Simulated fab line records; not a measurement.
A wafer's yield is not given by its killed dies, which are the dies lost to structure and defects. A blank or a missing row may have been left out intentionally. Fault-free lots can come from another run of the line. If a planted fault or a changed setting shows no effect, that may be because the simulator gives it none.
Struck lot and sound lot, side by side | flow n5_finfet | 40 steps out of a route of 1938
Sound: wafers L910.2, L910.4, L910.6. Struck: wafer L911.3 (left out: L911.4, a lot-mate that was not struck); the cause follows at the end.
Order at every step that has rows: each side's tool, ch and its chambers, its first start. Under that, the readings that differ: sound wafers | struck wafers | difference of the means | sigmas: that difference in standard deviations of wafers without a fault.
alike: same words and numbers on both sides, and readings whose means sit less than 2 such deviations apart. not compared: any withheld reading, any reading some wafer has no value for, any bound like >300 that may hide the same value, and any number with overlapping values for which the record gives no deviation.
The two part at a step that has a row with sigmas, a row that says differs or no value, or rows on one side only. Numbers that have no deviation but don't overlap get no sigmas and don't part them. A reading that every wafer of one side lacks parts them only if that side has two wafers or more.

first, 9 steps without rows for these wafers: N5_STI_FIN_REVEAL_SRD_23 (time 30 s); N5_STI_FIN_REVEAL_PRECLEAN_18 (cleans in SC2, time 45 s); N5_STI_FIN_REVEAL_SRD_28 (time 30 s); N5_DUMMY_GATE_PRECLEAN_00 (cleans in O3/DIW, time 60 s); N5_DUMMY_GATE_SRD_01 (time 30 s); N5_DUMMY_GATE_ALD_02 (deposits SiO2, target thk 2 nm, pulse time 1 s); N5_DUMMY_GATE_CVD_03 (deposits a-Si from SiH4, target thk 150 nm, time 8042 s); N5_DUMMY_GATE_PRECLEAN_46 (cleans in DIW, time 89.5 s); N5_DUMMY_GATE_SRD_47 (dry time 32 s).
N5_DUMMY_GATE_CMP_04: polishes a-Si.
  sound on cmp-04 ch 1,2,3, day 3 22:49; struck on cmp-03 ch 2, day 4 08:48
  reading                                     | sound          | struck | difference | sigmas
  time_to_endpoint_s (s)                      | 12.5 10.9 10.9 | 18.3   | +6.9       | +3
  model.a-Si_of_DUMMY_GATE_CVD_03.thk_nm (nm) | 72 72 70.8     | 101.6  | +30.0      |
  alike: edge_zone_pressure_frac, motor_current_A
N5_DUMMY_GATE_THK_MEAS_05:
  sound on film_metro-01 at day 3 22:59; struck on film_metro-02 at day 4 09:01
  reading     | sound          | struck | difference | sigmas
  thk_nm (nm) | 71.9 72.0 70.8 | 101.6  | +30.0      | +31
then, 24 steps without rows for these wafers: N5_DUMMY_GATE_HM_DEP_06 (deposits SiNx from DCS/NH3, target thk 80 nm, time 5141 s); N5_DUMMY_GATE_PECVD_30 (deposits SiO2 from TEOS/O2, target thk 55 nm, time 10.8 s); N5_DUMMY_GATE_COAT_34 (time 60 s, resist thk 60 nm); N5_DUMMY_GATE_COAT_35 (time 60 s, resist thk 10 nm); N5_DUMMY_GATE_COAT_28 (time 60 s, resist thk 10 nm); N5_DUMMY_GATE_COAT_09 (resist thk 30 nm); N5_DUMMY_GATE_EBR_11; N5_DUMMY_GATE_SOFTBAKE_10 (time 60 s); N5_DUMMY_GATE_EXPOSE_12 (exposes mask GATE, target cd 25 nm); N5_DUMMY_GATE_PEB_13 (peb time 60 s); N5_DUMMY_GATE_DEVELOP_14 (develop time 30 s); N5_DUMMY_GATE_DESCUM_20 (chemistry O2, time 6.2 s); N5_DUMMY_GATE_ETCH_29 (etches underlayer in N2/H2, target depth 13 nm); N5_DUMMY_GATE_ETCH_36 (etches SiARC in CF4, target depth 13 nm); N5_DUMMY_GATE_ETCH_37 (etches SOC in N2/H2, target depth 60 nm, overetch 30 nm); N5_DUMMY_GATE_STRIP_38 (strips in N2/H2); N5_DUMMY_GATE_STRIP_39 (strips in N2/H2); N5_DUMMY_GATE_TRIM_49 (chemistry O2, time 29 s, target cd 14 nm); N5_DUMMY_GATE_STRIP_40 (strips in CF4); N5_DUMMY_GATE_ETCH_31 (etches SiO2 in C4F6/O2, target depth 82.5 nm, time 27.5 s); N5_DUMMY_GATE_STRIP_41 (strips in O2); N5_DUMMY_GATE_HM_OPEN_21 (chemistry CH3F/O2, target SiNx, target depth 120 nm, time 171.4 s); N5_DUMMY_GATE_ETCH_32 (etches SiO2 in CF4, target depth 3.5 nm, time 3.9 s); N5_DUMMY_GATE_ETCH_23 (etches poly-Si in HBr/Cl2/O2, target depth 41 nm, time 22.3 s).
N5_DUMMY_GATE_ETCH_44: etches poly-Si in HBr/O2, stops on SiO2, target depth 127.5 nm.
  sound on rie_si-01 ch 1,3, day 4 04:19; struck on rie_si-01 ch 0, day 4 16:23
  reading                                | sound             | struck | difference | sigmas
  oes_product_au (a.u.)                  | 0.715 0.735 0.724 | 0.898  | +0.173     | +14
  model.DUMMY_GATE.feature_depth_nm (nm) | 72 72 70.8        | 101.6  | +30.0      |
  model.etch.depth_nm (nm)               | 71.94 72.01 70.81 | 101.6  | +30.0      |
  alike: O2_flow_sccm, bias_w, chamber_pressure_mTorr, drypump_motor_current_A, throttle_valve_pct
  not compared: rf_hours_counter_h
N5_SDB_THK_MEAS_31:
  sound on film_metro-02 at day 5 03:50; struck on film_metro-02 at day 5 15:53
  reading      | sound          | struck | difference | sigmas
  SDB_THK (nm) | 64.2 64.2 63.1 | 93.9   | +30.1      | +31
N5_DUMMY_REMOVAL_HM_STRIP_01: strips SiNx in CH3F/O2, stops on poly-Si, target depth 4 nm, time 6.8 s.
  sound on rie_diel-05 ch 0,1,3, day 5 03:54; struck on rie_diel-04 ch 3, day 5 15:56
  reading                                     | sound        | struck | difference | sigmas
  model.a-Si_of_DUMMY_GATE_CVD_03.thk_nm (nm) | 64.2 64.2 63 | 93.8   | +30.0      |
  alike: O2_flow_sccm, bias_w, chamber_pressure_mTorr, drypump_motor_current_A, mfc_ar_sccm, oes_product_au, rf_vpp_V, showerhead_plenum_p_Torr, throttle_valve_pct
  not compared: rf_hours_counter_h
-- a jump in the record: the struck wafers' starts before and after are 4 days apart (it breaks off in module DUMMY_REMOVAL and resumes in module BEOL_M4, where the first step shown is number 1111 of the route) --
N5_BEOL_M4_RC_MEAS_101:
  sound on prober-02 ch 0, day 9 18:59; struck on prober-01 ch 0, day 9 21:07
  alike: DIBL_N, DIBL_P, IOFF_N, IOFF_P, ION_N, ION_P, SS_N, SS_P, VT_N, VT_P
N5_PASSIVATION_PROBE_49:
  rows exist in the record for the sound wafers here (prober-01, day 13 23:26), none for the struck ones

== WHERE THEY PART ==
Earliest at N5_DUMMY_GATE_CMP_04; latest, in this record, at N5_PASSIVATION_PROBE_49.

WHY: the cause the simulator had injected
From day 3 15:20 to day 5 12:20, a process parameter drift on cmp-03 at N5_DUMMY_GATE_CMP_04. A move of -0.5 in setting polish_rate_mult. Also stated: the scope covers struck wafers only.
